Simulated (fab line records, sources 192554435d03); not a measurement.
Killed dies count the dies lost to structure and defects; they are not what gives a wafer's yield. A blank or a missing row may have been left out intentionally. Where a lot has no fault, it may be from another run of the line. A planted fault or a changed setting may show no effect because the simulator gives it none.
Which of the tools did it? :: flow n5 finfet :: 12 lots, 36 wafers sampled, at 2 steps of a route of 1938

== WHAT EACH GAUGE READ, for each wafer ==
N5_BEOL_M12_INSPECT_12: inspects for defects (macro).
lot: L076
measured: day 11 18:33
on: defect inspect-01
raw defect count: 2 1 2

lot: L077
measured: day 11 20:15
on: defect inspect-02
raw defect count: 3 3 2

lot: L078
measured: day 12 00:49
on: defect inspect-01
raw defect count: 0 1 3

lot: L081
measured: day 13 03:53
on: defect inspect-01
raw defect count: 1 6 4

lot: L082
measured: day 13 12:44
on: defect inspect-02
raw defect count: 2 3 1

lot: L086
measured: day 14 17:09
on: defect inspect-01
raw defect count: 1 2 2

lot: L088
measured: day 14 22:10
on: defect inspect-02
raw defect count: 2 5 1

lot: L090
measured: day 15 00:42
on: defect inspect-02
raw defect count: 2 2 1

lot: L092
measured: day 15 08:39
on: defect inspect-02
raw defect count: 0 2 1

lot: L094
measured: day 16 07:51
on: defect inspect-01
raw defect count: 3 0 2

lot: L093
measured: day 16 11:13
on: defect inspect-02
raw defect count: 2 2 1

lot: L097
measured: day 17 18:14
on: defect inspect-01
raw defect count: 1 2 0

== EACH LOT AND THE TOOL THAT RAN IT (in order: tool; ch and the chambers of the sampled wafers; start) ==
lot: L076
N5_BEOL_M11_DEP_56: pecvd-04 ch 0,1, day 11 17:49

lot: L077
N5_BEOL_M11_DEP_56: pecvd-03 ch 0,2, day 11 19:38

lot: L078
N5_BEOL_M11_DEP_56: pecvd-03 ch 0,2, day 12 00:13

lot: L081
N5_BEOL_M11_DEP_56: pecvd-04 ch 0,2, day 13 03:16

lot: L082
N5_BEOL_M11_DEP_56: pecvd-01 ch 1,2, day 13 12:08

lot: L086
N5_BEOL_M11_DEP_56: pecvd-04 ch 0,1,2, day 14 16:25

lot: L088
N5_BEOL_M11_DEP_56: pecvd-04 ch 0,1,2, day 14 21:29

lot: L090
N5_BEOL_M11_DEP_56: pecvd-03 ch 0,1,2, day 14 23:58

lot: L092
N5_BEOL_M11_DEP_56: pecvd-01 ch 0,1,2, day 15 07:49

lot: L094
N5_BEOL_M11_DEP_56: pecvd-04 ch 1,2, day 16 07:07

lot: L093
N5_BEOL_M11_DEP_56: pecvd-03 ch 0,2, day 16 10:35

lot: L097
N5_BEOL_M11_DEP_56: pecvd-01 ch 1,2, day 17 17:38
- N5_BEOL_M11_DEP_56: deposits SiCN from 3MS/NH3, target thk 30 nm, time 10.5 s.

== THE ANSWER, worked out from the rows above alone ==
Rule: the usual values come from the lots themselves. Put in order of their means at a reading, lots are off if they are a third of the lots or fewer, leave a main group of 4 or more, and stand apart from it by a gap of 3 or more times the standard deviation of the main group's means; of several such gaps the widest counts. Not used: any main group whose means are identical at the precision the tables above print for the reading. A lot without any number at a reading at which 4 lots or more have one is off too. Where the step has rows for the other lots, those lots are counted as sound.
None of the lots is off at any reading shown; this tells nothing.

== WHAT HAD BEEN PUT IN BY THE SIMULATOR ==
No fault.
